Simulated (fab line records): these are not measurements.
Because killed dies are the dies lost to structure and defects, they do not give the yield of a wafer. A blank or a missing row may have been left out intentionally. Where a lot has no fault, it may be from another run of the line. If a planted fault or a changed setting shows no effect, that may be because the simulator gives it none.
Chamber matching    flow n5-finfet    N5_BEOL_M3_PECVD_72 on pecvd-01: 3 sister chambers
The step deposits SiO2 from TEOS/O2, target thk 16 nm, time 18 s. 6 wafers are shown with their chamber, then 6 later ones without.

## WAFERS PAIRED WITH THEIR CHAMBERS
wafer   chamber  throttle-valve-pct (%)  showerhead-plenum-p-Torr (Torr)
L151.1  2        21.3                    8.83
L151.2  1        21.6                    8.75
L152.4  1        21.7                    8.74
L152.5  0        24.4                    8.83
L154.2  2        21.8                    8.80
L154.3  0        24.6                    8.82

## WAFERS WITHOUT THEIR CHAMBER
wafer   throttle-valve-pct (%)  showerhead-plenum-p-Torr (Torr)
L154.6  21.5                    8.74
L155.3  21.5                    8.85
L155.4  24.4                    8.83
L161.1  24.9                    8.81
L161.3  21.7                    8.77
L161.4  21.5                    8.75

## WHICH CHAMBER EACH WENT THROUGH
wafer   from the rows above      in truth
L154.6  1                        1
L155.3  2                        2
L155.4  0                        0
L161.1  0                        0
L161.3  can't be placed: 1 or 2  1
L161.4  1                        1
Correctly placed: 5 of 6. Unplaceable from these rows: 1, with the true chamber sitting among the candidates in 1. Wrongly placed: 0.
How it was worked out, from the rows above alone: a wafer's distance from a chamber is the root of the sum, over the readings, of the square of ((its reading less the chamber's mean) divided by the reading's scatter). The wafer belongs to the nearest chamber; if the next one is less than 2 further off, it can't be placed. A chamber's mean is the mean of its shown wafers. How the scatter is found: for the shown wafers, subtract from each reading the mean of its chamber, square and add these, divide the total by (wafers less chambers), then take the root.
